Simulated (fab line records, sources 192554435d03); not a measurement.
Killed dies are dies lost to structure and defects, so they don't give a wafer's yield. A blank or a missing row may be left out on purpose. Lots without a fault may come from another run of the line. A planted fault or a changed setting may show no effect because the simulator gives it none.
fab line records | flow n5_finfet
record lots=10 wafers=28 last_day=17
route steps=1938 shown BEOL_M0_SAQP@638 BEOL_M4@1111 PASSIVATION@1936
lots that met no fault: from a run of the same line without faults
start_h: hours from the record's first day to the start of the lot's first wafer shown | wait_h: hours since the lot's step before | " the same as in the row above | L1.1+2: a row that stands for several wafers | - no value, or no start given | * or withheld: withheld | < > ~ a bound
route shown NAME@n: a module of which the file shows steps, and the number in the route of the first | usual: mean/standard deviation of fault-free wafers | same: alike in all rows | chamber/n: place in a boat | sites: the reading at each site | _std_site: their standard deviation | _edge_site: outer sites' mean less inner sites' | radius_mm: how far each site lies from the wafer's centre | mask NAME#n: copy n | behind: the tool/chamber that last shaped the wafer | hold: why the lot was held/for how many hours/how that ended | device: the transistor (n, p or np) that didn't switch | end of line: the same wafers' tests at the end of the route | a step without rows: its recipe alone | killed: dies lost to structure and defects at the first sort, not the wafer's yield | map: a wafer's dies, x killed, . not, _ none there
set.NAME: the setting as run; set.NAME@STEP: as run at that earlier step | model.NAME: the simulator's own value behind a step, which no gauge read
steps of the route over a sample of lots; a table a step, a row a wafer
services: from which hour (start_h, from the record's first day; less than 0 if before it) a tool's chamber was out of use, for how many hours, and why
## steps
# step N5_BEOL_M0_SAQP_PECVD_04
# recipe material=a-Si target_thk_a=600 temp_c=350 precursor=SiH4/He pressure_torr=3 rf_w=100 time_s=60.2
# usual heater_power_w=627/88 showerhead_plenum_p_Torr=5.68/0.061 throttle_valve_pct=18.3/0.86
# columns lot.wafer tool chamber start_h wait_h heater_power_w showerhead_plenum_p_Torr throttle_valve_pct
L825.1 pecvd-04 0 132.13 0.0 835 5.62 17.9
L825.3 " 1 " " 577 5.55 18.8
L825.5 " 1 " " 583 5.54 18.9
L831.2 pecvd-03 0 141.48 0.0 543 5.72 18.6
L831.3 " 1 " " 630 5.68 18.8
L831.6 " 2 " " 673 5.71 17.6
L832.1 pecvd-03 1 148.08 0.0 639 5.68 19.0
L832.4 " 1 " " 650 5.68 18.7
L832.5 " 2 " " 685 5.70 17.5
L837.4 pecvd-02 0 185.37 0.0 616 5.75 17.1
L837.5 " 1 " " 631 5.67 19.0
L838.1 pecvd-04 1 191.13 0.0 566 5.53 19.1
L838.5 " 1 " " 555 5.55 19.1
L838.6 " 2 " " 669 5.63 19.8
L839.4 pecvd-02 2 193.40 0.0 582 5.74 17.6
L839.5 " 0 " " 586 5.76 17.3
L839.6 " 1 " " 655 5.67 19.0
L840.2 pecvd-02 0 197.84 0.0 579 5.75 17.1
L840.6 " 0 " " 570 5.74 17.0
L842.2 pecvd-03 0 209.78 0.0 563 5.73 18.5
L842.5 " 1 " " 657 5.69 18.7
L842.6 " 0 " " 582 5.71 18.9
L846.2 pecvd-04 0 237.19 0.0 881 5.63 18.2
L846.4 " 1 " " 542 5.54 18.9
L846.5 " 2 " " 655 5.63 20.1
L847.1 pecvd-04 0 239.55 0.0 806 5.64 17.9
L847.4 " 2 " " 636 5.63 19.8
L847.6 " 1 " " 571 5.54 19.1
# step N5_BEOL_M0_SAQP_HM_OPEN_112
# recipe chemistry=CHF3/O2 target=SiO2 stop_on=a-Si target_depth_a=120 over_etch_frac=1.25 mask_material=SOC time_s=13.5 pressure_mtorr=30 source_w=650 bias_w=170 Ar_flow_sccm=200 CHF3_flow_sccm=50 O2_flow_sccm=5 ion_energy_ev=200 ends=end_point
# usual drypump_motor_current_A=5.9/0.52 oes_o_777_au=0.80/0.082 oes_product_au=0.52/0.05 rf_vpp_V=521/14 showerhead_plenum_p_Torr=2.41/0.079 throttle_valve_pct=18.75/0.26
# columns lot.wafer tool chamber start_h wait_h drypump_motor_current_A oes_o_777_au oes_product_au rf_hours_counter_h rf_vpp_V showerhead_plenum_p_Torr throttle_valve_pct
L825.1 rie_diel-04 2 132.98 0.0 5.7 0.76 0.49 151 529 2.30 18.59
L825.3 " 1 " " 5.1 0.96 0.58 16 512 2.47 18.79
L825.5 " 3 " " 6.6 0.83 0.53 - 527 2.32 18.47
L831.2 rie_diel-04 2 142.27 0.0 5.6 0.75 0.50 156 529 2.30 18.59
L831.3 " 3 " " 6.6 0.82 0.53 121 525 2.31 18.48
L831.6 " 1 " " 5.0 0.95 0.59 - 513 2.47 18.78
L832.1 rie_diel-01 1 148.98 0.0 6.3 0.89 0.58 33 497 2.47 19.02
L832.4 " 2 " " 6.8 0.78 0.52 116 528 2.31 18.33
L832.5 " 3 " " 6.3 0.75 0.49 - 516 2.39 18.50
L837.4 rie_diel-02 3 186.22 0.0 6.0 0.73 0.47 - 534 2.39 19.13
L837.5 " 2 " " 6.2 0.87 0.58 - 514 2.56 18.63
L838.1 rie_diel-01 3 192.02 0.0 6.3 0.75 0.49 183 516 2.38 18.53
L838.5 " 2 " " 6.8 0.78 0.51 - 530 2.31 18.34
L838.6 " 3 " " 6.3 0.74 0.48 - 515 2.38 18.52
L839.4 rie_diel-04 1 194.27 0.0 5.0 0.92 0.58 37 514 2.46 18.82
L839.5 " 0 " " 6.1 0.71 0.49 - 559 2.50 18.94
L839.6 " 3 " " 6.7 0.82 0.52 - 525 2.31 18.53
L840.2 rie_diel-01 0 198.70 0.0 5.1 0.90 0.56 42 528 2.33 18.37
L840.6 " 1 " " 6.3 0.86 0.57 - 498 2.47 19.05
L842.2 rie_diel-02 0 210.64 0.0 5.6 0.94 0.62 6 496 2.46 18.76
L842.5 " 1 " " 5.3 0.73 0.49 - 521 2.41 18.80
L842.6 " 0 " " 5.6 0.94 0.63 - 496 2.46 18.76
L846.2 rie_diel-01 3 238.94 0.0 6.3 0.74 0.48 197 515 2.38 18.53
L846.4 " 0 " " 5.1 0.86 0.56 55 528 2.33 18.37
L846.5 " 0 " " 5.1 0.86 0.55 - 529 2.33 18.38
L847.1 rie_diel-02 2 240.41 0.0 6.2 0.84 0.55 37 514 2.55 18.64
L847.4 " 0 " " 5.6 0.92 0.61 16 495 2.46 18.77
L847.6 " 2 " " 6.2 0.86 0.55 - 513 2.55 18.66
# step N5_BEOL_M0_SAQP_SPACER1_ALD_98
# recipe material=SiO2 target_thk_a=128 temp_c=300 ald_precursor_family=BDEAS ald_co_reactant=O2-plasma pulse_time_s=1 purge_time_s=2 co_reactant_purge_time_s=2 ald_cycles=138 pressure_torr=2
# usual heater_power_w=467/62 precursor_pulse_height_rel=0.999/0.02
# columns lot.wafer tool chamber start_h wait_h heater_power_w precursor_pulse_height_rel
L825.1 ald_sin-04 2 133.68 0.3 535 0.963
L825.3 " 0 " " 429 0.990
L825.5 " 1 " " 441 0.983
L831.2 ald_sin-04 0 142.96 0.3 425 1.040
L831.3 " 2 " " 562 1.035
L831.6 " 0 " " 432 0.975
L832.1 ald_sin-01 3 149.68 0.3 459 1.017
L832.4 " 0 " " 342 1.031
L832.5 " 0 " " 345 1.033
L837.4 ald_sin-04 1 188.03 1.1 433 1.006
L837.5 " 1 " " 434 0.992
L838.1 ald_sin-04 1 192.72 0.3 439 1.002
L838.5 " 3 " " 449 1.046
L838.6 " 2 " " 545 0.969
L839.4 ald_sin-01 0 194.98 0.2 358 0.988
L839.5 " 3 " " 474 1.010
L839.6 " 0 " " 355 0.985
L840.2 ald_sin-01 3 199.99 0.9 475 0.978
L840.6 " 0 " " 357 0.985
L842.2 ald_sin-04 1 211.40 0.3 450 0.958
L842.5 " 1 " " 432 0.961
L842.6 " 2 " " 541 1.013
L846.2 ald_sin-02 3 240.12 0.7 512 0.987
L846.4 " 2 " " 443 1.019
L846.5 " 2 " " 455 0.996
L847.1 ald_sin-02 1 241.37 0.5 495 1.003
L847.4 " 2 " " 446 1.022
L847.6 " 1 " " 494 1.013
# step N5_BEOL_M0_SAQP_ETCH_106
# recipe chemistry=N2/H2 target=SOC target_depth_a=1500 stop_on=SiNx ion_energy_ev=100 bias_w=61 pressure_mtorr=30 source_w=850 n2_flow_sccm=200 h2_flow_sccm=200
# usual drypump_motor_current_A=5.9/0.6 oes_product_au=0.79/0.074 rf_fwd_power_W=844.6/2.9 rf_vpp_V=240.6/1.3 showerhead_plenum_p_Torr=2.54/0.08 throttle_valve_pct=17.72/0.23
# columns lot.wafer tool chamber start_h wait_h drypump_motor_current_A oes_product_au rf_fwd_power_W rf_hours_counter_h rf_vpp_V showerhead_plenum_p_Torr throttle_valve_pct
L825.1 rie_diel-04 2 135.40 - 5.7 0.73 845.6 152 238.1 2.44 17.64
L825.3 " 1 " " 5.1 0.90 843.0 18 241.0 2.62 17.91
L825.5 " 2 " " 5.7 0.72 839.0 - 238.8 2.44 17.64
L831.2 rie_diel-01 1 144.34 - 6.3 0.87 841.0 32 241.3 2.58 17.80
L831.3 " 2 " " 6.8 0.78 847.8 115 238.8 2.48 17.56
L831.6 " 3 " " 6.3 0.74 846.9 - 240.3 2.51 17.32
L832.1 rie_diel-01 3 151.07 - 6.3 0.73 842.5 171 241.6 2.51 17.33
L832.4 " 0 " " 5.1 0.88 847.5 27 238.3 2.49 17.51
L832.5 " 0 " " 5.1 0.88 851.0 - 238.4 2.49 17.53
L837.4 rie_diel-02 2 189.40 - 6.2 0.88 843.6 23 243.5 2.69 17.51
L837.5 " 1 " " 5.4 0.75 843.7 - 241.8 2.54 17.77
L838.1 rie_diel-01 0 194.15 - 5.1 0.86 1048.7 41 223.2 2.48 17.54
L838.5 " 2 " " 6.8 0.77 1047.0 - 223.0 2.47 17.62
L838.6 " 1 " " 6.3 0.87 1045.5 - 223.2 2.57 17.83
L839.4 rie_diel-01 2 196.40 - 6.8 0.77 1050.0 130 223.3 2.47 17.62
L839.5 " 1 " " 6.4 0.87 1046.2 - 223.9 2.57 17.83
L839.6 " 2 " " 6.8 0.77 1052.5 - 222.5 2.47 17.61
L840.2 rie_diel-04 0 201.41 - 6.1 0.72 847.8 179 242.6 2.65 18.06
L840.6 " 1 " " 5.0 0.86 847.7 - 241.4 2.61 17.93
L842.2 rie_diel-01 3 212.99 - 6.3 0.73 1050.1 189 222.8 2.50 17.36
L842.5 " 0 " " 5.1 0.85 1047.0 - 222.2 2.48 17.56
L842.6 " 1 " " 6.4 0.86 1046.8 - 223.8 2.57 17.82
L846.2 rie_diel-02 3 241.54 - 6.0 0.68 845.8 197 240.3 2.51 18.14
L846.4 " 0 " " 5.6 0.90 845.2 16 240.8 2.63 17.93
L846.5 " 2 " " 6.2 0.85 843.9 - 242.1 2.68 17.54
L847.1 rie_diel-04 3 242.76 - 6.7 0.77 843.2 152 238.7 2.43 17.56
L847.4 " 0 " " 6.1 0.70 842.6 193 241.2 2.64 18.08
L847.6 " 0 " " 6.1 0.71 840.8 - 240.1 2.64 18.10
# step N5_BEOL_M4_RC_MEAS_101
# usual DIBL_N=36.9/2.1 DIBL_P=37.1/2.5 IOFF_N=0.17/0.039 IOFF_P=0.23/0.043 ION_N=673/15 ION_P=462/9.1 SS_N=71.8/0.69 SS_P=73.6/0.74 VT_N=250/3.6 VT_P=-249.7/2.9
# columns lot.wafer tool chamber start_h wait_h DIBL_N[mV/V] DIBL_P[mV/V] IOFF_N[nA/um] IOFF_P[nA/um] ION_N[uA/um] ION_P[uA/um] SS_N[mV/dec] SS_P[mV/dec] VT_N[mV] VT_P[mV]
L825.1 prober-01 0 185.58 0.0 37.9 37.0 0.18 0.19 674 447 71.8 73.2 248 -249.9
L825.3 " 0 " " 39.5 40.3 0.22 0.23 687 456 71.9 74.3 247 -250.1
L825.5 " 0 " " 37.5 36.5 0.16 0.17 664 444 72.2 73.8 253 -252.8
L831.2 prober-01 0 198.34 0.2 35.2 34.9 0.13 0.19 657 453 71.6 72.6 254 -252.9
L831.3 " 0 " " 38.6 38.4 0.20 0.26 673 462 71.9 73.9 250 -246.8
L831.6 " 0 " " 39.4 39.8 0.21 0.27 680 467 71.9 73.5 245 -245.6
L832.1 prober-02 0 205.37 0.0 36.1 34.1 0.13 0.19 668 461 70.6 72.6 256 -251.9
L832.4 " 0 " " 36.6 36.1 0.14 0.22 676 470 71.1 72.7 251 -249.4
L832.5 " 0 " " 36.8 36.1 0.15 0.23 654 456 71.0 73.3 252 -248.9
L837.4 prober-02 0 242.76 0.5 37.6 40.2 0.22 0.29 682 468 72.4 73.5 249 -247.1
L837.5 " 0 " " 35.9 36.7 0.16 0.21 663 455 72.2 73.3 254 -252.4
L838.1 prober-01 0 250.85 0.0 36.4 37.1 0.15 0.22 675 465 72.1 73.7 253 -253.2
L838.5 " 0 " " 38.6 37.3 0.18 0.21 668 458 73.1 73.4 249 -252.3
L838.6 " 0 " " 37.2 37.6 0.15 0.23 675 472 71.5 73.6 254 -250.4
L839.4 prober-01 0 257.96 0.5 38.0 37.7 0.16 0.23 663 456 71.7 73.1 253 -248.8
L839.5 " 0 " " 36.4 35.8 0.13 0.19 664 461 70.7 73.1 257 -252.7
L839.6 " 0 " " 38.3 39.0 0.18 0.26 683 469 71.3 74.0 250 -245.5
L840.2 prober-02 0 259.98 0.2 39.5 38.7 0.20 0.21 673 460 72.6 74.1 250 -253.2
L840.6 " 0 " " 37.3 38.4 0.16 0.21 678 463 71.5 73.8 250 -253.3
L842.2 prober-01 0 267.39 0.2 39.1 39.0 0.23 0.26 689 473 72.1 73.4 244 -245.7
L842.5 " 0 " " 35.9 36.4 0.16 0.21 673 457 71.3 73.0 250 -250.8
L842.6 " 0 " " 40.5 42.4 0.25 0.31 701 476 72.7 74.5 246 -247.9
L846.2 prober-01 0 299.57 0.2 35.2 35.2 0.16 0.24 658 459 71.6 73.2 249 -246.8
L846.4 " 0 " " 33.2 32.6 0.13 0.19 666 464 71.5 72.3 252 -248.8
L846.5 " 0 " " 35.0 34.3 0.17 0.21 649 453 72.1 72.9 250 -248.8
L847.1 prober-02 0 302.10 0.0 37.3 35.9 0.17 0.21 681 462 72.1 73.4 248 -250.6
L847.4 " 0 " " 33.3 32.1 0.11 0.15 664 455 70.4 72.4 254 -254.1
L847.6 " 0 " " 37.4 37.0 0.19 0.23 700 474 71.9 73.5 245 -250.7
# step N5_PASSIVATION_PROBE_49
# usual defect_limited_yield=91.3/1.4 killed_at_M0_to_M3=32/9.5 killed_at_M4_up=14/5.2 killed_at_contacts=13/5.7 killed_at_front_end=41/12 killed_at_other=3.5/2.6 killed_dies=103/17 killed_open=68/14 killed_short=32/7 sort_bin_5_function=5.0/0.91 sort_bin_6_memory=3.3/0.7 sort_bin_8_speed=0.03/0.22 sort_n_pass=1076/17 sort_yield_pct=91.2/1.4
# same gross_dies=1180 killed_at_back_side=0 sort_bin_4_leakage[%]=0
# columns lot.wafer tool chamber start_h wait_h defect_limited_yield[%] killed_at_M0_to_M3 killed_at_M4_up killed_at_contacts killed_at_front_end killed_at_other killed_dies killed_open killed_short sort_bin_5_function[%] sort_bin_6_memory[%] sort_bin_8_speed[%] sort_n_pass sort_yield_pct[%]
L837.4 prober-01 - 341.83 0.2 87.7 58 26 11 48 2 145 103 41 7.5 4.3 0 1035 87.7
L837.5 prober-01 - 341.88 0.2 90.0 41 9 14 53 1 118 87 30 6.0 3.5 0 1062 90.0
L839.4 prober-02 - 359.39 0.2 89.2 40 13 21 48 6 128 78 41 5.3 4.5 0 1052 89.2
L839.5 prober-02 - 359.44 0.2 88.1 40 11 21 62 7 141 84 54 6.2 5.0 0 1039 88.1
L839.6 prober-02 - 359.49 0.3 91.6 18 22 8 47 4 99 60 32 4.9 2.5 0 1081 91.6
L842.2 prober-02 - 364.78 0.1 93.0 30 8 7 34 4 83 43 39 3.6 3.1 0 1097 93.0
L842.5 prober-02 - 364.93 0.2 92.1 33 10 18 30 2 93 63 30 4.2 3.2 0 1087 92.1
L842.6 prober-02 - 364.98 0.3 92.2 35 13 10 29 5 92 54 36 5.2 2.2 0 1088 92.2
L846.2 prober-02 - 390.73 0.1 90.8 34 10 11 46 8 109 73 34 5.3 3.8 0 1071 90.8
L846.4 prober-02 - 390.83 0.2 92.2 29 7 18 38 0 92 56 34 4.2 3.2 0 1088 92.2
L846.5 prober-02 - 390.88 0.2 89.8 46 11 13 43 7 120 76 41 5.5 4.4 0.08 1060 89.8
L847.1 prober-02 - 407.16 0.0 89.2 26 19 27 51 4 127 75 43 5.7 3.9 0.08 1053 89.2
L847.4 prober-02 - 407.31 0.2 91.1 35 9 17 40 4 105 64 33 5.0 3.1 0 1075 91.1
L847.6 prober-02 - 407.41 0.3 90.3 37 13 19 45 0 114 79 31 5.5 3.7 0 1066 90.3
# killed by level:class
L837.4 BEOL_M1:geometric_particle:open=14 FIN_SAQP:geometric_particle:open=13 MOL_CONTACT_COAG:geometric_particle:open=11 BEOL_M0_SAQP:geometric_particle:open=10 BEOL_M3:geometric_particle:open=10 GATE_CUT:geometric_particle:short=9 BEOL_M0:geometric_particle:open=7 BEOL_M5:geometric_particle:open=6
L837.5 BEOL_M1:geometric_particle:open=20 FIN_SAQP:geometric_particle:open=12 MOL_CONTACT_COAG:geometric_particle:open=12 STI_FIN_REVEAL:geometric_particle:open=11 GATE_CUT:geometric_particle:short=11 GATE_CUT:geometric_particle:open=11 BEOL_M0:geometric_particle:open=6 BEOL_M1:geometric_particle:short=4
L839.4 MOL_CONTACT_COAG:geometric_particle:open=20 BEOL_M0_SAQP:geometric_particle:short=17 FIN_SAQP:geometric_particle:open=9 HKMG_FIN:area_etch=9 GATE_CUT:geometric_particle:open=8 BEOL_M0_SAQP:geometric_particle:open=7 BEOL_M0:geometric_particle:open=7 BEOL_M4:geometric_particle:open=7
L839.5 MOL_CONTACT_COAG:geometric_particle:open=14 FIN_SAQP:geometric_particle:open=13 FIN_SAQP:geometric_particle:short=12 BEOL_M0_SAQP:geometric_particle:short=10 BEOL_M0_SAQP:geometric_particle:open=10 GATE_CUT:geometric_particle:short=8 BEOL_M2:geometric_particle:open=8 MOL_CONTACT_COAG:geometric_particle:short=7
L839.6 BEOL_M4:geometric_particle:open=16 FIN_SAQP:geometric_particle:open=13 HKMG_FIN:area_etch=7 GATE_CUT:geometric_particle:short=6 BEOL_M0_SAQP:geometric_particle:short=6 STI_FIN_REVEAL:geometric_particle:open=5 FIN_SAQP:geometric_particle:short=4 ILD0:geometric_particle:open=4
L842.2 BEOL_M0_SAQP:geometric_particle:short=9 BEOL_M0_SAQP:geometric_particle:open=8 STI_FIN_REVEAL:geometric_particle:open=7 BEOL_M2:geometric_particle:short=6 GATE_CUT:geometric_particle:short=4 STI_FIN_REVEAL:geometric_particle:short=4 MOL_CONTACT_COAG:geometric_particle:open=4 BEOL_M4:geometric_particle:open=4
L842.5 MOL_CONTACT_COAG:geometric_particle:open=15 BEOL_M0_SAQP:geometric_particle:open=13 BEOL_M0_SAQP:geometric_particle:short=9 FIN_SAQP:geometric_particle:short=6 FIN_SAQP:geometric_particle:open=4 STI_FIN_REVEAL:geometric_particle:open=4 BEOL_M1:geometric_particle:open=4 BEOL_M4:geometric_particle:open=4
L842.6 BEOL_M0_SAQP:geometric_particle:open=10 BEOL_M2:geometric_particle:short=8 MOL_CONTACT_COAG:geometric_particle:open=7 BEOL_M4:geometric_particle:open=7 STI_FIN_REVEAL:geometric_particle:open=6 BEOL_M0_SAQP:geometric_particle:short=6 BEOL_M1:geometric_particle:open=6 SPACER0:geometric_particle:short=5
L846.2 MOL_CONTACT_COAG:geometric_particle:open=10 BEOL_M3:geometric_particle:open=10 FIN_SAQP:geometric_particle:short=8 BEOL_M0_SAQP:geometric_particle:open=8 FIN_SAQP:geometric_particle:open=7 STI_FIN_REVEAL:geometric_particle:open=7 BEOL_M1:geometric_particle:open=7 DUMMY_GATE:geometric_particle:open=6
L846.4 MOL_CONTACT_COAG:geometric_particle:open=15 FIN_SAQP:geometric_particle:short=10 BEOL_M3:geometric_particle:open=8 FIN_SAQP:geometric_particle:open=7 BEOL_M0_SAQP:geometric_particle:short=7 STI_FIN_REVEAL:geometric_particle:open=4 BEOL_M0_SAQP:geometric_particle:open=4 BEOL_M1:geometric_particle:open=4
L846.5 BEOL_M2:geometric_particle:open=10 BEOL_M3:geometric_particle:open=10 MOL_CONTACT_COAG:geometric_particle:open=9 GATE_CUT:geometric_particle:short=8 DUMMY_GATE:geometric_particle:short=6 BEOL_M0_SAQP:geometric_particle:open=6 FIN_SAQP:geometric_particle:open=5 DUMMY_GATE:geometric_particle:open=5
L847.1 MOL_CONTACT_COAG:geometric_particle:open=19 MOL_CONTACT_COAG:geometric_particle:short=8 HKMG_FIN:area_etch=8 FIN_SAQP:geometric_particle:open=7 DUMMY_GATE:geometric_particle:open=7 BEOL_M0_SAQP:geometric_particle:open=7 FIN_SAQP:geometric_particle:short=6 BEOL_M0_SAQP:geometric_particle:short=6
L847.4 MOL_CONTACT_COAG:geometric_particle:open=12 FIN_SAQP:geometric_particle:open=9 FIN_SAQP:geometric_particle:short=8 BEOL_M2:geometric_particle:open=8 BEOL_M0_SAQP:geometric_particle:open=7 HKMG_FIN:area_etch=6 MOL_CONTACT_COAG:geometric_particle:short=5 BEOL_M0_SAQP:geometric_particle:short=5
L847.6 MOL_CONTACT_COAG:geometric_particle:open=14 BEOL_M0_SAQP:geometric_particle:open=10 BEOL_M2:geometric_particle:open=10 DUMMY_GATE:geometric_particle:open=8 FIN_SAQP:geometric_particle:open=7 BEOL_M0_SAQP:geometric_particle:short=7 FIN_SAQP:geometric_particle:short=6 GATE_CUT:geometric_particle:open=6
## services
# columns tool chamber start_h hours kind
rie_diel-04 2 114.20 1.9 repair
pecvd-03 0 121.53 5.5 scheduled_down
rie_diel-04 - 131.63 0.8 repair
rie_diel-04 0 132.51 11.9 repair
pecvd-03 0 147.55 3.9 repair
rie_diel-02 1 156.55 15.9 repair
rie_diel-01 3 165.35 3.0 repair
rie_diel-02 0 172.64 - clean
rie_diel-02 0 172.64 - consumable_replace:focus_ring
rie_diel-02 0 172.64 14.3 scheduled_down
rie_diel-02 0 172.64 14.3 vent_cycle
ald_sin-02 - 176.82 14.0 pm
ald_sin-02 0 176.82 14.0 vent_cycle
ald_sin-02 1 176.82 14.0 vent_cycle
ald_sin-02 2 176.82 14.0 vent_cycle
pecvd-03 1 189.52 2.1 scheduled_down
ald_sin-02 - 192.50 2.8 pm
pecvd-03 - 205.77 3.3 repair
rie_diel-01 2 220.07 16.1 repair
pecvd-03 2 231.16 2.1 scheduled_down
pecvd-03 2 233.29 - clean
pecvd-03 2 233.29 - consumable_replace:showerhead
pecvd-03 2 233.29 29.0 scheduled_down
pecvd-03 2 233.29 29.0 vent_cycle
## key
first_sign step=N5_BEOL_M0_SAQP_ETCH_106 reading=rf_fwd_power_W direction=up sigmas=71 usual=* struck=*
effect step=N5_BEOL_M0_SAQP_ETCH_106 reading=rf_vpp_V direction=down sigmas=13 usual=240.6 struck=223.1
met_at N5_BEOL_M0_SAQP_ETCH_106
struck_lots L838,L839,L842
baseline_loss step=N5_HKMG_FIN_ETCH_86 wafers=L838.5
not_acting_at N5_BEOL_M0_SAQP_PECVD_04,N5_BEOL_M0_SAQP_HM_OPEN_112,N5_BEOL_M0_SAQP_SPACER1_ALD_98
onset_between 151.07 194.15
fault kind=process_parameter_drift tool=rie_diel-01 chamber=- onset_h=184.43 steps=N5_BEOL_M0_SAQP_ETCH_106 channel=source_w offset=204 shape=step end_h=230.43 acts_in=these_recipes_only stated=850
# baseline_loss: these wafers lose ten dies or more at that step, a loss of the line's own and not of a fault; the sort's usual values leave them out
